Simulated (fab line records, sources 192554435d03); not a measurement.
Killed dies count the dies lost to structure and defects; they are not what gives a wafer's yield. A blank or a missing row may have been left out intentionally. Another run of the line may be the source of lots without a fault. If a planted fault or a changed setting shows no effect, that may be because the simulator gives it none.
Matching of chambers    flow n5-finfet    N5_MOL_CONTACT_COAG_ETCH_105 on rie-diel-03: 4 sister chambers
The step etches SiARC in CF4, target depth 15.6 nm, time 26 s. 18 wafers are shown with their chamber, then 9 later ones without.

== WAFERS, EACH WITH ITS CHAMBER ==
wafer   chamber  showerhead-plenum-p-Torr (Torr)  etch-rf-on-time-s (s)  throttle-valve-pct (%)
L075.1  1        2.20                             27.5                   15.84
L075.2  0        2.23                             25.4                   15.61
L075.6  2        2.23                             26.9                   15.44
L077.1  1        2.19                             27.3                   15.85
L077.4  3        2.26                             25.9                   15.21
L077.6  1        2.20                             27.6                   15.83
L086.1  3        2.26                             25.5                   15.24
L086.2  2        2.22                             26.5                   15.49
L086.3  0        2.23                             25.5                   15.67
L085.3  1        2.19                             26.8                   15.37
L085.4  3        2.26                             25.9                   15.23
L085.5  2        2.22                             26.4                   15.47
L088.2  1        2.19                             26.5                   15.36
L088.3  0        2.22                             25.6                   15.69
L088.6  2        2.22                             26.4                   15.47
L090.1  2        2.21                             26.7                   15.50
L090.3  1        2.19                             26.9                   15.38
L090.4  0        2.22                             25.7                   15.70

SIGNATURES (means of the wafers above)
reading                   chamber 0  chamber 1  chamber 2  chamber 3  scatter within a chamber
showerhead-plenum-p-Torr  2.2250     2.1933     2.2200     2.2600     0.00556
etch-rf-on-time-s         25.550     27.100     26.580     25.767     0.303
throttle-valve-pct        15.6675    15.6050    15.4740    15.2267    0.156
Rule: a wafer's distance from a chamber is the root of the sum, over the readings, of the square of ((its reading less the chamber's mean) divided by the reading's scatter). The wafer belongs to the nearest chamber; if the next one is less than 2 further off, it can't be placed. The scatter: take each reading less its chamber's mean, square it, sum over the shown wafers, divide by the number of wafers less the number of chambers, and take the root.

== WAFERS WHOSE CHAMBER IS MISSING ==
wafer   showerhead-plenum-p-Torr (Torr)  etch-rf-on-time-s (s)  throttle-valve-pct (%)
L092.2  2.21                             26.4                   15.49
L092.5  2.19                             26.7                   15.40
L092.6  2.25                             25.7                   15.25
L094.2  2.22                             25.2                   15.70
L094.4  2.25                             25.6                   15.27
L094.6  2.25                             25.6                   15.26
L096.1  2.19                             26.6                   15.40
L096.2  2.21                             26.5                   15.52
L096.6  2.22                             25.4                   15.71

== EACH ONE'S CHAMBER ==
wafer   from the rows above      in truth
L092.2  can't be placed: 2 or 1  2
L092.5  1                        1
L092.6  3                        3
L094.2  0                        0
L094.4  3                        3
L094.6  3                        3
L096.1  1                        1
L096.2  can't be placed: 2 or 1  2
L096.6  0                        0
7 of 9 placed correctly. Can't be placed from these rows: 2 (the true chamber is among the candidates in 2). Number placed wrongly: 0.
